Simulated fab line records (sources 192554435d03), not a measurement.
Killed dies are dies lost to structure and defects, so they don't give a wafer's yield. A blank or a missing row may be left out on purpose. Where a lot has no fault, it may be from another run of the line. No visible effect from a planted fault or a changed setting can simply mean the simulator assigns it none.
fab line records    flow n5_finfet    part 1 of 2: steps 1 to 4 of 6
record lots=22  wafers=66  last_day=18
route steps=1938 shown MOL_CONTACT_COAG@576 BEOL_M0_SAQP@636
lots that met no fault: taken from a fault-free run of the same line
start_h: hours from the record's opening day to when the first of the lot's shown wafers began    wait_h: hours since the lot's step before    " unchanged from the row above    L1.1+2: one row covering several wafers at once    - no value, or no start was given    * or withheld: withheld    < > ~ a bound
route shown NAME@n: NAME is a module with steps in the file, n the number in the route of the first one    usual: mean/standard deviation of fault-free wafers    same: alike in all rows    chamber/n: place in a boat    sites: each site's reading    _std_site: how widely they spread, as a standard deviation    _edge_site: outer sites' mean less inner sites'    radius_mm: how far each site lies from the wafer's centre    mask NAME#n: copy n    behind: the tool/chamber that last shaped the wafer    hold: reason for holding the lot/hours on hold/outcome of the hold    device: the transistor (n, p or np) that didn't switch    end of line: the tests these same wafers got at the end of their route    a step with no rows: only its recipe    killed: count of dies lost to structure and defects at first sort (not the wafer's yield)    map: a wafer's dies, x killed, . not, _ none there
set.NAME: the run value of the setting; set.NAME@STEP: its run value at that earlier step    model.NAME: the simulator's own value behind a step, which no gauge read
steps of the route over a sample of lots; a table a step, a row a wafer
services: when a tool's chamber went out of use (start_h, in hours from the record's first day, below 0 if earlier), for how many hours, and the reason
## steps
# step N5_MOL_CONTACT_COAG_DESCUM_88
# recipe chemistry=O2  time_s=7  source_power_w=50  bias_power_w=20  pressure_mtorr=20  rf_frequency_hz=2.712e+07  temp_c=40  resist=CAR-EUV  o2_flow_sccm=225
# usual drypump_motor_current_A=5.9/0.35  oes_product_au=0.84/0.095  rf_vpp_V=243.5/1.2  showerhead_plenum_p_Torr=2.12/0.062  throttle_valve_pct=20.47/0.24
lot.wafer  tool         chamber  start_h  wait_h  drypump_motor_current_A  oes_product_au  rf_hours_counter_h  rf_vpp_V  showerhead_plenum_p_Torr  throttle_valve_pct
L074.2     rie_diel-02  2        99.33    1.1     6.2                      0.94            16                  245.3     2.14                      20.06
L074.3     "            0        "        "       6.0                      0.90            28                  244.4     2.14                      20.15
L074.5     "            0        "        "       6.0                      0.91            -                   244.4     2.14                      20.16
L075.2     rie_diel-01  2        111.37   0.7     5.9                      0.71            206                 245.9     2.17                      20.63
L075.4     "            3        "        "       5.3                      0.95            3                   244.9     2.25                      20.61
L075.6     "            3        "        "       5.3                      0.97            -                   246.7     2.25                      20.63
L077.1     rie_diel-02  1        117.65   0.0     5.5                      0.74            184                 243.7     2.17                      20.74
L077.2     "            0        "        "       6.0                      0.89            36                  242.2     2.13                      20.17
L077.3     "            2        "        "       6.2                      0.93            25                  243.3     2.14                      20.08
L078.1     rie_diel-06  0        126.63   0.1     6.2                      0.95            6                   241.9     2.06                      20.57
L078.2     "            3        "        "       5.4                      0.70            185                 243.1     2.07                      20.71
L078.5     "            2        "        "       5.7                      0.92            -                   240.3     2.04                      20.23
L079.1     rie_diel-06  2        127.05   0.2     5.7                      0.91            24                  242.3     2.04                      20.23
L079.3     "            3        "        "       5.4                      0.71            186                 242.5     2.07                      20.69
L079.5     "            3        "        "       5.4                      0.70            -                   243.0     2.07                      20.68
L080.4     rie_diel-01  2        135.03   0.2     5.9                      0.71            214                 245.0     2.17                      20.65
L080.5     "            1        "        "       6.1                      0.71            -                   242.5     2.08                      20.68
L080.6     "            2        "        "       5.9                      0.71            -                   244.8     2.17                      20.63
L081.2     rie_diel-06  3        142.99   0.1     5.4                      0.70            192                 243.3     2.07                      20.70
L081.3     "            0        "        "       6.2                      0.94            13                  243.4     2.05                      20.58
L081.4     "            1        "        "       6.5                      0.96            4                   243.5     2.16                      20.66
L082.3     rie_diel-02  1        146.66   0.0     5.5                      0.74            194                 244.0     2.17                      20.79
L082.4     "            2        "        "       6.2                      0.92            35                  244.6     2.13                      20.08
L082.6     "            0        "        "       6.0                      0.87            -                   244.0     2.13                      20.19
L084.2     rie_diel-06  2        158.42   0.0     5.7                      0.89            34                  242.4     2.04                      20.25
L084.3     "            3        "        "       5.4                      0.69            197                 242.9     2.07                      20.71
L084.6     "            3        "        "       5.4                      0.69            -                   243.3     2.07                      20.72
L085.3     rie_diel-02  0        166.10   0.2     6.0                      0.86            55                  244.3     2.13                      20.21
L085.5     "            2        "        "       6.2                      0.89            -                   243.4     2.13                      20.09
L085.6     "            1        "        "       5.5                      0.73            -                   245.2     2.17                      20.80
L086.2     rie_diel-02  0        176.32   0.0     6.0                      0.85            59                  243.1     2.12                      20.20
L086.3     "            3        "        "       5.5                      0.89            19                  244.5     2.16                      20.14
L086.6     "            3        "        "       5.5                      0.89            -                   244.2     2.16                      20.16
L087.1     rie_diel-06  2        177.06   0.1     5.7                      0.87            40                  242.8     2.04                      20.26
L087.2     "            1        "        "       6.5                      0.93            16                  244.3     2.16                      20.67
L087.5     "            2        "        "       5.7                      0.87            -                   243.0     2.04                      20.27
L088.1     rie_diel-06  2        186.39   0.0     5.7                      0.87            45                  241.4     2.04                      20.26
L088.5     "            1        "        "       6.5                      0.91            -                   245.5     2.15                      20.68
L088.6     "            2        "        "       5.7                      0.88            -                   241.6     2.04                      20.28
L089.1     rie_diel-02  1        190.15   0.1     5.5                      0.72            212                 245.0     2.16                      20.80
L089.2     "            0        "        "       6.0                      0.85            65                  244.3     2.12                      20.22
L089.6     "            1        "        "       5.5                      0.72            -                   243.2     2.16                      20.82
L090.1     rie_diel-01  1        194.14   0.1     6.0                      0.99            0                   240.8     2.07                      20.32
L090.4     "            0        "        "       6.0                      0.85            54                  245.8     2.22                      20.38
L090.5     "            1        "        "       6.1                      0.99            -                   242.7     2.07                      20.31
L091.1     rie_diel-06  2        203.10   0.2     5.7                      0.86            50                  241.8     2.03                      20.27
L091.4     "            3        "        "       5.4                      0.67            213                 243.0     2.06                      20.72
L091.5     "            2        "        "       5.7                      0.87            -                   242.8     2.03                      20.30
L092.2     rie_diel-06  2        203.79   0.0     5.7                      0.86            50                  240.1     2.03                      20.27
L092.3     "            1        "        "       6.5                      0.91            26                  242.8     2.15                      20.69
L092.6     "            1        "        "       6.6                      0.91            -                   243.1     2.15                      20.69
L093.2     rie_diel-01  2        214.68   0.0     5.9                      0.69            242                 243.4     2.16                      20.68
L093.5     "            2        "        "       5.9                      0.69            -                   244.9     2.16                      20.67
L093.6     "            3        "        "       5.3                      0.86            -                   244.8     2.24                      20.67
L094.2     rie_diel-02  0        215.45   0.0     6.0                      0.84            73                  242.9     2.12                      20.24
L094.3     "            3        "        "       5.5                      0.86            32                  244.5     2.16                      20.18
L094.4     "            1        "        "       5.5                      0.71            220                 243.8     2.16                      20.82
L095.3     rie_diel-06  1        228.44   0.0     6.5                      0.89            34                  242.9     2.15                      20.69
L095.5     "            0        "        "       6.2                      0.87            -                   240.5     2.04                      20.63
L095.6     "            3        "        "       5.4                      0.67            -                   242.7     2.06                      20.75
L096.3     rie_diel-01  3        231.46   0.0     5.3                      0.86            46                  245.7     2.23                      20.69
L096.4     "            2        "        "       5.9                      0.69            245                 244.0     2.16                      20.69
L096.5     "            1        "        "       6.1                      0.92            -                   242.7     2.07                      20.33
L097.2     rie_diel-02  3        242.56   0.5     5.5                      0.84            42                  243.8     2.15                      20.18
L097.4     "            2        "        "       6.2                      0.85            66                  242.5     2.12                      20.14
L097.5     "            3        "        "       5.5                      0.83            -                   243.3     2.16                      20.18
# step N5_MOL_CONTACT_COAG_ETCH_48
# recipe chemistry=C4F6/O2  target_depth_a=150  overetch_a=45  mask_material=SOC  target=SiOC  bias_w=465  pressure_mtorr=10  time_s=17  source_w=335  Ar_flow_sccm=300  C4F6_flow_sccm=10  O2_flow_sccm=10  ion_energy_ev=576
# usual drypump_motor_current_A=5.9/0.34  oes_ar_750_au=0.82/0.088  oes_o_777_au=0.83/0.091  oes_product_au=0.68/0.078  rf_vpp_V=1609/22  showerhead_plenum_p_Torr=2.89/0.075  throttle_valve_pct=40.7/0.33
lot.wafer  tool         chamber  start_h  wait_h  drypump_motor_current_A  oes_ar_750_au  oes_o_777_au  oes_product_au  rf_hours_counter_h  rf_vpp_V  showerhead_plenum_p_Torr  throttle_valve_pct
L074.2     rie_diel-01  2        101.74   0.0     5.9                      0.72           0.72          0.62            201                 1620      2.93                      40.7
L074.3     "            0        "        "       6.0                      0.90           0.93          0.72            20                  1587      2.99                      40.3
L074.5     "            1        "        "       6.1                      0.71           0.71          0.57            -                   1627      2.80                      40.6
L075.2     rie_diel-02  1        113.37   0.0     5.5                      0.74           0.74          0.60            183                 1591      2.95                      40.7
L075.4     "            2        "        "       6.2                      0.90           0.89          0.75            -                   1661      2.88                      40.3
L075.6     "            1        "        "       5.5                      0.74           0.73          0.60            -                   1590      2.95                      40.6
L077.1     rie_diel-01  3        119.63   0.0     5.3                      0.94           0.95          0.77            5                   1595      3.02                      41.0
L077.2     "            0        "        "       6.0                      0.88           0.90          0.75            27                  1587      2.99                      40.3
L077.3     "            1        "        "       6.1                      0.71           0.71          0.61            231                 1626      2.80                      40.6
L078.1     rie_diel-02  1        128.47   0.0     5.5                      0.73           0.73          0.61            188                 1591      2.95                      40.7
L078.2     "            3        "        "       5.5                      0.96           0.96          0.80            2                   1578      2.92                      40.5
L078.5     "            0        "        "       6.0                      0.88           0.89          0.77            -                   1602      2.89                      40.2
L079.1     rie_diel-06  3        128.93   0.0     5.4                      0.71           0.69          0.60            187                 1625      2.82                      41.2
L079.3     "            0        "        "       6.2                      0.94           0.95          0.80            7                   1614      2.79                      41.3
L079.5     "            3        "        "       5.4                      0.71           0.69          0.61            -                   1624      2.82                      41.2
L080.4     rie_diel-02  1        136.94   0.0     5.5                      0.73           0.73          0.64            191                 1589      2.95                      40.7
L080.5     "            0        "        "       6.0                      0.88           0.88          0.70            -                   1600      2.89                      40.2
L080.6     "            3        "        "       5.5                      0.94           0.95          0.79            -                   1578      2.92                      40.5
L081.2     rie_diel-01  0        145.47   0.0     6.0                      0.87           0.90          0.68            36                  1585      2.98                      40.3
L081.3     "            3        "        "       5.4                      0.91           0.91          0.71            14                  1595      3.02                      41.0
L081.4     "            1        "        "       6.1                      0.70           0.70          0.61            240                 1627      2.79                      40.7
L082.3     rie_diel-02  3        149.81   0.0     5.5                      0.91           0.93          0.71            9                   1577      2.92                      40.5
L082.4     "            0        "        "       6.0                      0.86           0.88          0.71            48                  1601      2.88                      40.2
L082.6     "            2        "        "       6.2                      0.88           0.87          0.74            -                   1661      2.87                      40.3
L084.2     rie_diel-06  2        161.04   0.0     5.7                      0.89           0.88          0.73            35                  1599      2.78                      40.7
L084.3     "            3        "        "       5.4                      0.71           0.69          0.55            198                 1623      2.82                      41.2
L084.6     "            0        "        "       6.2                      0.91           0.90          0.67            -                   1612      2.78                      41.3
L085.3     rie_diel-02  1        168.23   0.0     5.5                      0.72           0.72          0.54            203                 1589      2.94                      40.7
L085.5     "            2        "        "       6.2                      0.88           0.87          0.71            -                   1664      2.87                      40.3
L085.6     "            3        "        "       5.5                      0.90           0.91          0.74            -                   1577      2.91                      40.5
L086.2     rie_diel-06  0        178.52   0.0     6.2                      0.90           0.90          0.73            27                  1614      2.78                      41.3
L086.3     "            2        "        "       5.7                      0.89           0.88          0.70            41                  1599      2.78                      40.7
L086.6     "            3        "        "       5.4                      0.69           0.68          0.57            -                   1623      2.81                      41.2
L087.1     rie_diel-06  3        178.86   0.0     5.4                      0.69           0.68          0.58            205                 1623      2.81                      41.2
L087.2     "            2        "        "       5.7                      0.88           0.88          0.75            41                  1598      2.78                      40.7
L087.5     "            0        "        "       6.2                      0.89           0.91          0.76            -                   1613      2.78                      41.3
L088.1     rie_diel-01  3        188.97   0.0     5.3                      0.88           0.89          0.74            30                  1592      3.01                      41.0
L088.5     "            3        "        "       5.4                      0.87           0.89          0.75            -                   1593      3.01                      41.0
L088.6     "            2        "        "       5.9                      0.70           0.70          0.60            -                   1618      2.92                      40.7
L089.1     rie_diel-01  2        192.69   0.0     5.9                      0.70           0.70          0.57            236                 1618      2.92                      40.7
L089.2     "            3        "        "       5.3                      0.87           0.89          0.70            32                  1593      3.01                      41.0
L089.6     "            2        "        "       5.9                      0.70           0.70          0.56            -                   1618      2.92                      40.7
L090.1     rie_diel-01  3        196.21   0.0     5.3                      0.87           0.88          0.74            33                  1594      3.01                      41.1
L090.4     "            2        "        "       5.9                      0.70           0.70          0.56            237                 1618      2.92                      40.7
L090.5     "            1        "        "       6.1                      0.96           0.97          0.83            -                   1625      2.79                      40.3
L091.1     rie_diel-02  3        205.03   0.0     5.5                      0.87           0.89          0.71            28                  1576      2.91                      40.5
L091.4     "            1        "        "       5.5                      0.71           0.71          0.62            216                 1588      2.94                      40.7
L091.5     "            1        "        "       5.5                      0.71           0.71          0.58            -                   1588      2.94                      40.7
L092.2     rie_diel-06  0        205.71   0.0     6.2                      0.87           0.87          0.70            36                  1612      2.77                      41.3
L092.3     "            3        "        "       5.4                      0.69           0.67          0.61            214                 1623      2.81                      41.2
L092.6     "            2        "        "       5.7                      0.86           0.86          0.75            -                   1599      2.77                      40.7
L093.2     rie_diel-01  2        217.02   0.0     5.9                      0.69           0.70          0.54            244                 1618      2.91                      40.7
L093.5     "            2        "        "       5.9                      0.69           0.70          0.55            -                   1618      2.91                      40.7
L093.6     "            3        "        "       5.3                      0.86           0.87          0.66            -                   1594      3.01                      41.0
L094.2     rie_diel-01  1        218.02   0.0     6.1                      0.93           0.92          0.83            8                   1626      2.78                      40.3
L094.3     "            0        "        "       6.1                      0.84           0.86          0.69            61                  1586      2.97                      40.4
L094.4     "            3        "        "       5.3                      0.86           0.87          0.75            39                  1594      3.01                      41.1
L095.3     rie_diel-02  2        230.65   0.0     6.2                      0.85           0.84          0.68            62                  1661      2.86                      40.3
L095.5     "            0        "        "       6.0                      0.84           0.83          0.68            -                   1600      2.87                      40.3
L095.6     "            3        "        "       5.5                      0.86           0.87          0.67            -                   1577      2.90                      40.5
L096.3     rie_diel-06  0        233.72   0.0     6.2                      0.86           0.87          0.75            45                  1612      2.77                      41.3
L096.4     "            3        "        "       5.4                      0.68           0.66          0.62            225                 1623      2.80                      41.2
L096.5     "            1        "        "       6.6                      0.87           0.87          0.74            -                   1619      2.88                      40.6
L097.2     rie_diel-02  3        245.20   0.0     5.5                      0.84           0.86          0.65            43                  1577      2.90                      40.5
L097.4     "            0        "        "       6.0                      0.82           0.83          0.68            82                  1600      2.87                      40.3
L097.5     "            3        "        "       5.5                      0.84           0.86          0.69            -                   1576      2.90                      40.5
# step N5_MOL_CONTACT_COAG_STRIP_49
# recipe chemistry=N2/H2  time_s=30  power_w=1000  temp_c=250  pressure_mtorr=withheld  n2_flow_sccm=1750  h2_flow_sccm=3250
# usual drypump_motor_current_A=5.6/0.47  heater_power_w=354/38
lot.wafer  tool             chamber  start_h  wait_h  drypump_motor_current_A  heater_power_w  rf_hours_counter_h
L074.2     plasma_asher-01  0        101.87   -       6.0                      324             41
L074.3     "                1        "        "       4.9                      348             -
L074.5     "                1        "        "       4.9                      341             -
L075.2     plasma_asher-01  0        113.51   -       6.1                      320             44
L075.4     "                0        "        "       6.1                      318             -
L075.6     "                1        "        "       4.9                      350             -
L077.1     plasma_asher-02  1        119.77   -       5.4                      429             100
L077.2     "                0        "        "       6.0                      326             100
L077.3     "                0        "        "       6.0                      328             -
L078.1     plasma_asher-01  1        128.61   -       4.9                      347             47
L078.2     "                0        "        "       6.0                      329             47
L078.5     "                1        "        "       4.9                      353             -
L079.1     plasma_asher-02  0        129.06   -       6.0                      324             102
L079.3     "                0        "        "       6.0                      329             -
L079.5     "                1        "        "       5.4                      409             -
L080.4     plasma_asher-01  0        137.10   -       6.0                      325             -
L080.5     "                0        "        "       6.1                      319             -
L080.6     "                1        "        "       4.9                      359             -
L081.2     plasma_asher-01  1        145.60   -       4.9                      348             50
L081.3     "                1        "        "       4.9                      343             -
L081.4     "                0        "        "       6.1                      331             -
L082.3     plasma_asher-01  0        149.97   -       6.0                      318             -
L082.4     "                1        "        "       4.9                      352             -
L082.6     "                1        "        "       4.9                      355             -
L084.2     plasma_asher-02  1        161.17   -       5.4                      418             108
L084.3     "                0        "        "       5.9                      330             -
L084.6     "                1        "        "       5.4                      414             -
L085.3     plasma_asher-02  1        168.38   -       5.4                      417             -
L085.5     "                0        "        "       6.0                      339             -
L085.6     "                1        "        "       5.4                      412             -
L086.2     plasma_asher-02  1        178.66   -       5.4                      422             112
L086.3     "                0        "        "       5.9                      329             -
L086.6     "                0        "        "       6.0                      325             -
L087.1     plasma_asher-01  1        179.00   -       4.9                      348             57
L087.2     "                0        "        "       6.0                      321             57
L087.5     "                0        "        "       6.0                      322             -
L088.1     plasma_asher-02  1        189.16   -       5.4                      424             115
L088.5     "                0        "        "       6.0                      331             -
L088.6     "                1        "        "       5.4                      417             -
L089.1     plasma_asher-02  0        192.82   -       6.0                      335             115
L089.2     "                1        "        "       5.4                      419             115
L089.6     "                1        "        "       5.4                      428             -
L090.1     plasma_asher-02  0        196.34   -       6.0                      330             116
L090.4     "                1        "        "       5.4                      415             -
L090.5     "                1        "        "       5.4                      427             -
L091.1     plasma_asher-02  1        205.16   -       5.4                      434             117
L091.4     "                0        "        "       6.0                      333             -
L091.5     "                0        "        "       6.0                      333             -
L092.2     plasma_asher-01  0        205.85   -       6.0                      326             61
L092.3     "                1        "        "       4.9                      344             -
L092.6     "                1        "        "       4.9                      355             -
L093.2     plasma_asher-02  0        217.15   -       6.0                      325             120
L093.5     "                1        "        "       5.4                      413             -
L093.6     "                0        "        "       6.0                      328             -
L094.2     plasma_asher-01  1        218.15   -       4.9                      345             63
L094.3     "                0        "        "       6.0                      329             -
L094.4     "                1        "        "       4.9                      340             -
L095.3     plasma_asher-01  1        230.80   -       4.9                      348             -
L095.5     "                1        "        "       4.9                      355             -
L095.6     "                0        "        "       6.0                      322             -
L096.3     plasma_asher-01  1        233.87   -       4.9                      339             -
L096.4     "                0        "        "       6.0                      327             -
L096.5     "                1        "        "       4.9                      345             -
L097.2     plasma_asher-02  1        245.33   -       5.4                      428             126
L097.4     "                0        "        "       6.0                      328             -
L097.5     "                1        "        "       5.4                      424             -
# step N5_MOL_CONTACT_COAG_INSPECT_97
# recipe inspect_instrument=darkfield  mode=post_anneal
# usual raw_defect_count=43/14
lot.wafer  tool               chamber  start_h  wait_h  raw_defect_count
L074.2     defect_inspect-02  -        105.85   0.1     31
L074.3     "                  -        "        "       34
L074.5     "                  -        "        "       46
L075.2     defect_inspect-02  -        117.53   0.1     26
L075.4     "                  -        "        "       43
L075.6     "                  -        "        "       36
L077.1     defect_inspect-02  -        124.88   0.0     40
L077.2     "                  -        "        "       29
L077.3     "                  -        "        "       43
L078.1     defect_inspect-02  -        132.55   0.0     36
L078.2     "                  -        "        "       27
L078.5     "                  -        "        "       26
L079.1     defect_inspect-01  -        135.55   0.0     50
L079.3     "                  -        "        "       40
L079.5     "                  -        "        "       36
L080.4     defect_inspect-02  -        141.08   0.1     41
L080.5     "                  -        "        "       16
L080.6     "                  -        "        "       29
L081.2     defect_inspect-02  -        149.56   0.0     40
L081.3     "                  -        "        "       48
L081.4     "                  -        "        "       29
L082.3     defect_inspect-02  -        153.93   0.1     48
L082.4     "                  -        "        "       65
L082.6     "                  -        "        "       52
L084.2     defect_inspect-01  -        165.26   0.0     69
L084.3     "                  -        "        "       80
L084.6     "                  -        "        "       49
L085.3     defect_inspect-02  -        175.51   0.1     43
L085.5     "                  -        "        "       46
L085.6     "                  -        "        "       35
L086.2     defect_inspect-01  -        182.62   0.0     53
L086.3     "                  -        "        "       44
L086.6     "                  -        "        "       46
L087.1     defect_inspect-02  -        185.62   0.0     45
L087.2     "                  -        "        "       47
L087.5     "                  -        "        "       40
L088.1     defect_inspect-02  -        193.10   0.0     36
L088.5     "                  -        "        "       28
L088.6     "                  -        "        "       32
L089.1     defect_inspect-01  -        196.77   0.0     53
L089.2     "                  -        "        "       57
L089.6     "                  -        "        "       70
L090.1     defect_inspect-02  -        200.29   0.0     33
L090.4     "                  -        "        "       33
L090.5     "                  -        "        "       29
L091.1     defect_inspect-01  -        209.11   0.0     40
L091.4     "                  -        "        "       34
L091.5     "                  -        "        "       27
L092.2     defect_inspect-02  -        212.13   0.0     28
L092.3     "                  -        "        "       35
L092.6     "                  -        "        "       52
L093.2     defect_inspect-01  -        221.15   0.0     38
L093.5     "                  -        "        "       33
L093.6     "                  -        "        "       38
L094.2     defect_inspect-02  -        224.15   0.0     46
L094.3     "                  -        "        "       29
L094.4     "                  -        "        "       47
L095.3     defect_inspect-01  -        234.77   0.1     28
L095.5     "                  -        "        "       53
L095.6     "                  -        "        "       32
L096.3     defect_inspect-01  -        237.85   0.1     47
L096.4     "                  -        "        "       30
L096.5     "                  -        "        "       54
L097.2     defect_inspect-02  -        249.29   0.0     42
L097.4     "                  -        "        "       52
L097.5     "                  -        "        "       60
